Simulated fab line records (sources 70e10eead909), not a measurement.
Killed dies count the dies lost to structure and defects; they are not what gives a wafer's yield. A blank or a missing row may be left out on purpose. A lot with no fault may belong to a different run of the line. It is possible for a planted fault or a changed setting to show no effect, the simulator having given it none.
Chamber matching + flow nand-harc + NHARC_THIN_TSV_CMP_01 on cmp-01: 4 sister chambers
The step polishes. 14 wafers are shown with their chamber, then 7 later ones without.

WAFERS, EACH WITH ITS CHAMBER
| wafer  | chamber | motor-current-A (A) |
|--------|---------|---------------------|
| L609.2 | 3       | 11.1                |
| L609.3 | 0       | 14.0                |
| L609.5 | 0       | 12.9                |
| L612.1 | 2       | 11.3                |
| L612.2 | 3       | 10.6                |
| L612.5 | 2       | 11.7                |
| L616.1 | 0       | 13.6                |
| L616.2 | 1       | 11.0                |
| L616.5 | 1       | 11.1                |
| L617.2 | 2       | 12.0                |
| L617.4 | 1       | 10.5                |
| L617.6 | 3       | 11.2                |
| L619.2 | 2       | 11.8                |
| L619.4 | 0       | 13.1                |

SIGNATURES (means of the wafers above)
| reading         | chamber 0 | chamber 1 | chamber 2 | chamber 3 | scatter within a chamber |
|-----------------|-----------|-----------|-----------|-----------|--------------------------|
| motor-current-A | 13.400    | 10.867    | 11.700    | 10.967    | 0.376                    |
Rule: for a wafer and a chamber, the distance is found by dividing, reading by reading, the gap between the wafer's reading and the chamber's mean by the reading's scatter, squaring, summing and taking the root. If the next closest chamber is less than 2 further off than the closest, the wafer can't be placed; otherwise it belongs to the closest. The scatter is the square root of a quotient: the sum, over the shown wafers, of each reading's squared deviation from its chamber's mean, divided by wafers minus chambers.

WAFERS MISSING THEIR CHAMBER
| wafer  | motor-current-A (A) |
|--------|---------------------|
| L619.6 | 11.3                |
| L623.3 | 11.1                |
| L623.4 | 10.9                |
| L623.5 | 11.6                |
| L621.2 | 11.3                |
| L621.3 | 10.7                |
| L621.4 | 10.6                |

THE CHAMBER EACH PASSED THROUGH
| wafer  | from the rows above          | in truth |
|--------|------------------------------|----------|
| L619.6 | can't be placed: 3 or 2 or 1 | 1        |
| L623.3 | can't be placed: 3 or 1 or 2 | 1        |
| L623.4 | can't be placed: 1 or 3      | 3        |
| L623.5 | can't be placed: 2 or 3 or 1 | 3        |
| L621.2 | can't be placed: 3 or 2 or 1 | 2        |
| L621.3 | can't be placed: 1 or 3      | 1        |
| L621.4 | can't be placed: 1 or 3      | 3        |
Correct placement for 0 of the 7. Not placeable from these rows: 7 (in 7, the candidates include the true chamber). 0 placed wrongly.
